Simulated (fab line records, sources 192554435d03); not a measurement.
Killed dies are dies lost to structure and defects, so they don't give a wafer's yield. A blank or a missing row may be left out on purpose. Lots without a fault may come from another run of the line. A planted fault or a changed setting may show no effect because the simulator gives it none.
fab line records | flow n5_finfet
record lots=5 wafers=12 last_day=18
route steps=1938 shown BEOL_M10@1500 BEOL_M11@1536 BEOL_M15@1830
lots that met no fault: from a run of the same line without faults
start_h: hours from the record's first day to the start of the lot's first wafer shown | wait_h: hours since the lot's step before | " the same as in the row above | L1.1+2: a row that stands for several wafers | - no value, or no start given | * or withheld: withheld | < > ~ a bound
route shown NAME@n: a module of which the file shows steps, and the number in the route of the first | usual: mean/standard deviation of fault-free wafers | same: alike in all rows | chamber/n: place in a boat | sites: the reading at each site | _std_site: their standard deviation | _edge_site: outer sites' mean less inner sites' | radius_mm: how far each site lies from the wafer's centre | mask NAME#n: copy n | behind: the tool/chamber that last shaped the wafer | hold: why the lot was held/for how many hours/how that ended | device: the transistor (n, p or np) that didn't switch | end of line: the same wafers' tests at the end of the route | a step without rows: its recipe alone | killed: dies lost to structure and defects at the first sort, not the wafer's yield | map: a wafer's dies, x killed, . not, _ none there
set.NAME: the setting as run; set.NAME@STEP: as run at that earlier step | model.NAME: the simulator's own value behind a step, which no gauge read
lots at some steps of the route; a table a step, a row a wafer
services: from which hour (start_h, from the record's first day; less than 0 if before it) a tool's chamber was out of use, for how many hours, and why
## steps
# step N5_BEOL_M10_PEB_26
# recipe peb_temp_c=withheld peb_time_s=60 resist=CAR-ArF
# step N5_BEOL_M10_DEVELOP_27
# recipe develop_time_s=30 developer=TMAH resist=CAR-ArF rinse_liquid=diw dry=air_spin dev_temp_c=23
# step N5_BEOL_M10_DESCUM_33
# recipe chemistry=O2 time_s=7.9 source_power_w=50 bias_power_w=20 pressure_mtorr=20 rf_frequency_hz=2.712e+07 temp_c=40 resist=CAR-ArF o2_flow_sccm=225
# step N5_BEOL_M10_ETCH_65
# recipe chemistry=CF4 target=SiARC target_depth_a=390 mask_material=CAR-ArF time_s=65 ion_energy_ev=80 pressure_mtorr=40 source_w=545 bias_w=36 Ar_flow_sccm=100 cf4_flow_sccm=100 ends=cleared
# step N5_BEOL_M10_ETCH_66
# recipe chemistry=N2/H2 target=SOC target_depth_a=1200 overetch_a=240 mask_material=SiARC temp_c=40 time_s=180 ion_energy_ev=200 pressure_mtorr=30 source_w=840 bias_w=150 n2_flow_sccm=200 h2_flow_sccm=200
# step N5_BEOL_M10_STRIP_69
# recipe chemistry=N2/H2 temp_c=40 n2_flow_sccm=200 h2_flow_sccm=200 rf_frequency_hz=6e+07
# step N5_BEOL_M10_VIA_ETCH_34
# recipe chemistry=C4F6/O2 target=SiCOH_lowk target_depth_a=1845 mask_material=SOC taper_deg=4 time_s=69.2 ion_energy_ev=250 pressure_mtorr=30 source_w=345 bias_w=185 Ar_flow_sccm=300 C4F6_flow_sccm=10 O2_flow_sccm=10
# step N5_BEOL_M10_STRIP_73
# recipe chemistry=C4F6/O2 resist=SiARC rf_frequency_hz=6e+07
# step N5_BEOL_M10_STRIP_36
# recipe chemistry=N2/H2 power_w=450 temp_c=40 pressure_mtorr=20 rf_frequency_hz=6e+07 overash_fraction=0.3 bias_power_w=7 h2_frac=0.5 n2_flow_sccm=200 h2_flow_sccm=200
# step N5_BEOL_M10_TRENCH_ETCH_37
# recipe chemistry=C4F6/O2 target_depth_a=1488.3 target=SiCOH_lowk time_s=48 ion_energy_ev=250 pressure_mtorr=30 source_w=345 bias_w=185 Ar_flow_sccm=300 C4F6_flow_sccm=10 O2_flow_sccm=10
# usual O2_flow_sccm=10.003/0.029 drypump_motor_current_A=5.7/0.51 oes_product_au=0.82/0.091 rf_vpp_V=669/9.3 run_length_s=71.3/0.32 showerhead_plenum_p_Torr=2.85/0.088 throttle_valve_pct=20.89/0.28
# columns lot.wafer tool chamber start_h wait_h O2_flow_sccm drypump_motor_current_A oes_product_au rf_hours_counter_h rf_vpp_V run_length_s showerhead_plenum_p_Torr throttle_valve_pct model.etch.depth_nm model.BEOL_M10.feature_depth_nm model.TiN_of_BEOL_M10_HM_DEP_02.thk_nm
L614.2 rie_diel-05 3 241.13 - 10.022 6.1 0.70 224 670 71.3 2.93 21.33 149 149 15.4
L614.3 " 0 " " 10.022 6.1 0.85 63 659 70.9 2.78 20.64 149.7 149.8 15.8
L614.5 " 3 " " 10.000 6.1 0.70 - 672 71.1 2.93 21.32 148.3 148.4 15.8
L623.5 rie_diel-05 3 294.58 - 9.957 6.1 0.69 - 672 65.1 2.92 21.37 130.9 130.8 16.6
L623.6 " 2 " " 10.030 5.5 0.91 - 682 65.9 2.91 20.56 133 133 16.8
L626.4 rie_diel-05 2 299.93 - 10.030 5.5 0.91 29 683 71.5 2.91 20.56 153.1 153 15.2
L626.5 " 3 " " 9.990 6.0 0.68 - 668 65.0 2.92 21.38 129.5 129.6 16
L629.4 rie_diel-05 1 331.05 - 9.977 5.8 0.91 - 666 71.2 2.80 20.81 148.8 148.8 15.4
L629.6 " 2 " " 9.990 5.5 0.88 - 682 66.0 2.90 20.59 133.2 133.2 16
L634.2 rie_diel-01 1 373.37 - 9.976 5.1 0.69 227 665 71.6 2.80 20.87 145.7 145.8 15.8
L634.3 " 2 " " 9.974 6.4 0.77 137 658 70.9 2.87 20.67 149.7 149.8 16.4
L634.6 " 3 " " 9.979 5.2 0.85 - 679 71.0 2.76 20.70 147.2 147.2 16.2
# step N5_BEOL_M10_ETCH_41
# recipe chemistry=CH3F/O2 target=SiCN target_depth_a=426 taper_deg=2 time_s=86 ion_energy_ev=120 mask_material=TiN pressure_mtorr=30 source_w=395 bias_w=75 Ar_flow_sccm=150 CH3F_flow_sccm=30 O2_flow_sccm=20
# step N5_BEOL_M10_STRIP_77
# recipe chemistry=N2/H2 time_s=10 power_w=450 temp_c=40 pressure_mtorr=20 rf_frequency_hz=6e+07 bias_power_w=7 n2_flow_sccm=200 h2_flow_sccm=200
# step N5_BEOL_M10_OCD_MEAS_38
# usual trench_depth_nm=149.2/2
# columns lot.wafer tool chamber start_h wait_h trench_depth_nm
L614.2 ocd-01 - 241.31 - 148.4
L614.3 " - " " 149.7
L614.5 " - " " 148.4
L623.5 ocd-02 - 294.75 - 130.8
L623.6 " - " " 132.9
L626.4 ocd-02 - 300.12 - 152.8
L626.5 " - " " 129.1
L629.4 ocd-02 - 331.22 - 149.2
L629.6 " - " " 132.8
L634.2 ocd-02 - 373.55 - 145.6
L634.3 " - " " 150.0
L634.6 " - " " 147.3
# step N5_BEOL_M10_HM_STRIP_39
# recipe chemistry=peroxide_tin_strip material=TiN target_depth_a=250 temp_c=50 time_s=158
# step N5_BEOL_M10_SRD_40
# recipe time_s=30 temp_c=23 rinse_liquid=diw dry=ipa_marangoni
# step N5_BEOL_M10_PRECLEAN_42
# recipe chemistry=residue_remover time_s=60 temp_c=40
# step N5_BEOL_M10_SRD_43
# recipe time_s=30 temp_c=23 rinse_liquid=diw dry=ipa_marangoni
# step N5_BEOL_M10_CURE_72
# recipe temp_c=370 time_s=120 ambient=DMADMS/He material=SiCOH_lowk
# step N5_BEOL_M10_DEGAS_44
# recipe ambient=vacuum temp_c=250 time_s=60
# step N5_BEOL_M10_PRE_CLEAN_45
# recipe gas=H2/He time_s=30 temp_c=250
# step N5_BEOL_M10_ALD_74
# recipe material=TaN target_thk_a=20 temp_c=275 ald_precursor_family=PDMAT ald_co_reactant=NH3 pressure_torr=3 carrier_flow_sccm=1500 pulse_time_s=2 purge_time_s=3 co_reactant_purge_time_s=2 co_reactant_pulse_time_s=3 ald_cycles=40 precursor_vessel_temp_c=75 precursor_vessel_pressure_torr=26.25 precursor_vessel_carrier_sccm=1000
# step N5_BEOL_M10_SURFACE_TREAT_76
# recipe gas=Ar time_s=* ion_energy_ev=* ion_current_ma_cm2=0.5 pressure_mtorr=* ar_flow_sccm=30
# step N5_BEOL_M10_CVD_75
# recipe material=Co target_thk_a=20 temp_c=withheld precursor=CCTBA/H2 pressure_torr=30 time_s=138.9
# step N5_BEOL_M10_SPUTTER_48
# recipe material=Cu target_thk_a=120 temp_c=-20 bias_v=60 power_w=26000 chamber_pressure_pa=0.13 time_s=2
# step N5_BEOL_M10_ECD_50
# recipe material=Cu target_thk_a=3180
# step N5_BEOL_M10_ANNEAL_51
# recipe temp_c=225 time_s=90 ambient=N2
# step N5_BEOL_M10_CMP_52
# recipe stop_on=SiCOH_lowk t_overpolish_s=7 down_force_psi=1 platen_rpm=50 clearing_platen_down_force_psi=1.5 clearing_platen_rpm=50 post_cmp_clean=cu_alkaline target_thk_nm=140 clearing_platen_pad_velocity_m_s=0.99484 pad_velocity_m_s=0.99484
# usual barrier_field_endpoint_s=28.9/0.68 clearing_platen_rpm=49.998/0.025 motor_current_A=5.9/0.69 overpolish_run_s=7.001/0.0088 time_to_endpoint_s=66.7/2.9
# columns lot.wafer tool chamber start_h wait_h barrier_field_endpoint_s clearing_platen_rpm motor_current_A overpolish_run_s time_to_endpoint_s model.Cu_of_BEOL_M10_ECD_50.thk_nm
L614.3 cmp-01 1 243.08 0.2 29.1 49.994 6.4 6.999 67.7 140.4
L614.2 " 2 " " 28.6 49.956 7.3 6.995 66.6 139.2
L614.5 " 1 " " 28.9 50.012 6.4 7.004 66.3 138
L623.5 cmp-02 3 296.83 0.2 29.7 49.950 5.1 7.000 71.1 124.2
L623.6 " 0 " " 29.7 49.995 5.8 7.007 70.0 126.2
L626.4 cmp-01 3 302.36 0.1 28.0 49.946 6.4 7.003 62.1 143.6
L626.5 " 3 " " 28.3 50.001 6.9 7.004 63.6 120.6
L629.4 cmp-01 3 336.46 0.2 29.1 49.981 6.2 6.988 62.9 138.4
L629.6 " 1 " " 28.8 49.993 6.3 6.999 67.2 124.2
L634.2 cmp-02 2 375.73 0.3 27.9 49.969 5.8 6.996 65.4 135.8
L634.3 " 3 " " 28.5 50.021 5.1 7.020 65.0 140.8
L634.6 " 0 " " 29.5 50.044 5.7 7.016 66.7 138.8
# step N5_BEOL_M10_THK_MEAS_53
# recipe thk_meas_gauge=xrf reads=Cu_of_BEOL_M10_ECD_50
# usual M10_THK=140.2/2.4
# columns lot.wafer tool chamber start_h wait_h M10_THK[nm]
L614.2 film_metro-01 - 243.33 - 138.8
L614.3 " - " " 140.1
L614.5 " - " " 137.8
L623.5 film_metro-01 - 296.98 - 122.7
L623.6 " - " " 124.7
L626.4 film_metro-01 - 302.66 - 141.7
L626.5 " - " " 119.0
L629.4 film_metro-01 - 336.68 - 138.4
L629.6 " - " " 123.7
L634.2 film_metro-02 - 375.95 - 135.3
L634.3 " - " " 139.6
L634.6 " - " " 137.9
# step N5_BEOL_M10_PRE_CLEAN_55
# recipe gas=NH3 time_s=15 temp_c=withheld rf_power_w=300
# step N5_BEOL_M10_DEP_56
# recipe material=SiCN target_thk_a=150 temp_c=withheld precursor=3MS/NH3 pressure_torr=3 rf_w=202 time_s=26.5
# step N5_BEOL_M10_RS_MEAS_57
# recipe thk_meas_gauge=four-point-probe reads=Cu_of_BEOL_M10_ECD_50+Co_of_BEOL_M10_CVD_75+TaN_of_BEOL_M10_ALD_74
# usual M10_RS=0.1502/0.0028
# columns lot.wafer tool chamber start_h wait_h M10_RS[ohm/sq]
L614.2 film_metro-02 - 243.47 0.1 0.1520
L614.3 " - " " 0.1505
L614.5 " - " " 0.1535
L623.5 film_metro-02 - 297.11 0.0 0.1721
L623.6 " - " " 0.1692
L626.4 film_metro-01 - 302.79 0.0 0.1468
L626.5 " - " " 0.1782
L629.4 film_metro-02 - 336.82 0.0 0.1527
L629.6 " - " " 0.1720
L634.2 film_metro-01 - 376.12 0.1 0.1563
L634.3 " - " " 0.1500
L634.6 " - " " 0.1524
# step N5_BEOL_M11_ILD_DEP_00
# recipe material=SiCOH_lowk target_thk_a=3085.1 temp_c=300 precursor=DEMS/porogen pressure_torr=5 rf_w=500 time_s=58
# step N5_BEOL_M11_CURE_71
# recipe temp_c=385 time_s=240 ambient=He/Ar material=SiCOH_lowk
# step N5_BEOL_M11_PECVD_70
# recipe material=SiO2 target_thk_a=200 temp_c=400 precursor=TEOS/O2 pressure_torr=5.5 rf_w=450 teos_flow_sccm=53.8 gas=O2 flow_sccm=3000 time_s=22.7
# step N5_BEOL_M11_HM_DEP_02
# recipe material=TiN target_thk_a=200 temp_c=25 chamber_pressure_pa=0.49996
# step N5_BEOL_M11_COAT_59
# recipe resist=SOC temp_c=250 time_s=60 spin_rpm=1500 resist_thk_nm=100
# step N5_BEOL_M15_RC_MEAS_101
# usual COMB_M11=1.48e-11/2.9e-12 COMB_M12=7e-12/1.5e-12 COMB_M13=5.5e-12/1.2e-12 COMB_M14=4.3e-12/9.2e-13 COMB_M15=3.2e-12/6.1e-13 COMB_M5=3.8e-11/8.2e-12 COMB_M6=2.6e-11/5.4e-12 COMB_M7=2.6e-11/4.9e-12 COMB_M8=2.6e-11/5.3e-12 COMB_M8_max_site=3.7e-11/7.8e-12 COMB_M9=1.47e-11/2.8e-12 SERP_M10=3.03/0.07 SERP_M10_max_site=3.12/0.08 SERP_M11=3.08/0.072 SERP_M12=0.636/0.014 SERP_M13=0.312/0.0054 SERP_M14=0.161/0.0035 SERP_M5=39.4/1.4 SERP_M6=13.8/0.53 SERP_M7=13.9/0.58 SERP_M7_max_site=14.4/0.67 SERP_M8=13.8/0.52 SERP_M9=3.08/0.077 SERP_M9_max_site=3.17/0.085
# columns lot.wafer tool chamber start_h wait_h COMB_M11[S/m] COMB_M12[S/m] COMB_M13[S/m] COMB_M14[S/m] COMB_M15[S/m] COMB_M5[S/m] COMB_M6[S/m] COMB_M7[S/m] COMB_M8[S/m] COMB_M8_max_site[S/m] COMB_M9[S/m] SERP_M10[ohm/um] SERP_M10_max_site[ohm/um] SERP_M11[ohm/um] SERP_M12[ohm/um] SERP_M13[ohm/um] SERP_M14[ohm/um] SERP_M5[ohm/um] SERP_M6[ohm/um] SERP_M7[ohm/um] SERP_M7_max_site[ohm/um] SERP_M8[ohm/um] SERP_M9[ohm/um] SERP_M9_max_site[ohm/um]
L614.2 prober-01 0 277.04 0.3 1.49e-11 6e-12 3.9e-12 3.6e-12 2.7e-12 2.5e-11 2.5e-11 2.1e-11 2e-11 2.7e-11 1.22e-11 3.04 3.07 3.05 0.636 0.316 0.162 39.1 13.7 14.2 14.4 13.9 2.94 3.01
L614.3 " 0 " " 1.64e-11 4.3e-12 4.6e-12 3.9e-12 3.2e-12 3.9e-11 2.5e-11 2.5e-11 2.2e-11 3.2e-11 1.56e-11 3.05 3.15 3.02 0.627 0.314 0.165 37.9 14.2 15.2 15.5 13.8 3.05 3.10
L614.5 " 0 " " 1.38e-11 4.1e-12 4.8e-12 4.1e-12 3.2e-12 2.4e-11 3.4e-11 2.4e-11 2.1e-11 3.3e-11 1.09e-11 3.07 3.12 3.08 0.634 0.308 0.164 39.2 13.3 14.7 15.6 13.8 2.99 3.04
L623.5 prober-02 0 331.38 0.6 1.32e-11 7.9e-12 4.6e-12 4e-12 3.8e-12 3.1e-11 2.2e-11 3e-11 2.8e-11 4e-11 1.28e-11 3.52 3.61 3.10 0.627 0.317 0.166 39.8 13.9 13.4 14.0 13.3 3.02 3.11
L623.6 " 0 " " 1.49e-11 9.8e-12 5.4e-12 5.2e-12 4e-12 4.6e-11 3.1e-11 2.5e-11 3.5e-11 4e-11 1.5e-11 3.42 3.54 3.11 0.607 0.313 0.157 38.6 14.4 13.7 14.3 14.3 3.09 3.16
L626.4 prober-01 0 331.92 0.5 1.38e-11 9.8e-12 4.5e-12 3.5e-12 2.5e-12 4.5e-11 1.6e-11 2.4e-11 3.2e-11 3.8e-11 1.93e-11 2.90 2.98 3.10 0.639 0.310 0.167 37.3 13.7 14.8 15.2 13.6 3.03 3.10
L626.5 " 0 " " 1.32e-11 7.6e-12 5.9e-12 3.3e-12 3.7e-12 4.7e-11 2e-11 2.2e-11 4.1e-11 5e-11 1.36e-11 3.64 3.68 3.08 0.630 0.321 0.164 39.0 13.5 14.3 14.8 13.2 3.00 3.33
L629.4 prober-01 0 375.85 0.5 1.42e-11 8.1e-12 3.9e-12 3.8e-12 3.2e-12 3e-11 2.2e-11 2.1e-11 2.7e-11 3.5e-11 1.55e-11 3.11 3.16 2.94 0.656 0.308 0.162 40.9 13.5 13.7 14.1 14.3 3.11 3.17
L629.6 " 0 " " 1.62e-11 6.2e-12 3.3e-12 3.2e-12 3e-12 2.7e-11 1.8e-11 2.3e-11 3.2e-11 4.2e-11 1.34e-11 3.46 3.57 3.16 0.648 0.312 0.163 37.6 13.2 12.7 13.2 14.3 3.10 3.19
L634.2 prober-02 0 408.10 0.2 1.18e-11 7.6e-12 6.3e-12 4.3e-12 4.4e-12 2.7e-11 2.6e-11 3e-11 2.6e-11 4.1e-11 1.66e-11 3.14 3.21 3.16 0.617 0.318 0.163 41.8 13.7 14.0 14.3 13.3 3.12 3.14
L634.3 " 0 " " 1.43e-11 8.6e-12 7.6e-12 3.6e-12 3.8e-12 3e-11 2.9e-11 3.2e-11 3e-11 3.7e-11 1.06e-11 2.96 2.99 3.09 0.652 0.317 0.167 38.8 13.6 13.8 14.2 13.4 3.10 3.21
L634.6 " 0 " " 1.64e-11 4.9e-12 5.4e-12 4.3e-12 3.7e-12 4.4e-11 2.4e-11 2.6e-11 2.6e-11 3.5e-11 1.25e-11 3.06 3.12 2.98 0.661 0.321 0.165 39.4 13.2 13.2 13.8 13.3 3.14 3.22
# sites SERP_M10 radius_mm=0,75,75,75,75,140,140,140,140
L614.2 3.04 3.06 3.04 3.04 3.00 3.05 3.05 3.07 3.02
L623.5 3.43 3.46 3.52 3.49 3.51 3.55 3.60 3.61 3.54
L626.4 2.98 2.96 2.93 2.93 2.88 2.90 2.87 2.89 2.87
L629.4 3.07 3.12 3.11 3.07 3.15 3.16 3.11 3.11 3.16
L634.2 3.20 3.18 3.14 3.21 3.15 3.01 3.04 3.07 2.97
## services
# columns tool chamber start_h hours kind
rie_diel-05 1 219.55 - clean
rie_diel-05 1 219.55 - consumable_replace:focus_ring
rie_diel-05 1 219.55 26.5 scheduled_down
rie_diel-05 1 219.55 26.5 vent_cycle
rie_diel-05 - 220.37 0.1 repair
cmp-01 - 240.40 0.8 repair
rie_diel-05 - 242.12 2.8 pm
rie_diel-05 0 249.32 13.7 repair
cmp-01 - 262.66 2.6 repair
rie_diel-01 1 266.36 5.0 repair
cmp-01 - 269.90 1.7 repair
rie_diel-05 3 319.94 - clean
rie_diel-05 3 319.94 - consumable_replace:focus_ring
rie_diel-05 3 319.94 23.7 scheduled_down
rie_diel-05 3 319.94 23.7 vent_cycle
cmp-01 - 351.43 0.8 repair
rie_diel-01 0 368.40 6.1 repair
## key
first_sign step=N5_BEOL_M10_TRENCH_ETCH_37 reading=run_length_s direction=down sigmas=18 usual=* struck=*
effect step=N5_BEOL_M10_OCD_MEAS_38 reading=trench_depth_nm direction=down sigmas=8.9 usual=149.2 struck=131.4
effect step=N5_BEOL_M10_THK_MEAS_53 reading=M10_THK direction=down sigmas=7.3 usual=140.2 struck=122.5
effect step=N5_BEOL_M10_RS_MEAS_57 reading=M10_RS direction=up sigmas=8.2 usual=0.1502 struck=0.1729
effect step=N5_BEOL_M15_RC_MEAS_101 reading=SERP_M10 direction=up sigmas=6.8 usual=3.03 struck=3.51
model_effect step=N5_BEOL_M10_TRENCH_ETCH_37 value=etch.depth_nm without=149.8 struck=131.6
model_effect step=N5_BEOL_M10_CMP_52 value=Cu_of_BEOL_M10_ECD_50.thk_nm without=141.9 struck=123.8
met_at N5_BEOL_M10_TRENCH_ETCH_37
struck_wafers L623.5,L623.6,L626.5,L629.6
onset_between 241.13 294.58
fault kind=process_parameter_drift tool=rie_diel-05 chamber=- onset_h=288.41 steps=N5_BEOL_M10_TRENCH_ETCH_37 channel=time_s offset=* shape=step end_h=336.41 scope=struck_wafers_only acts_in=* stated=*
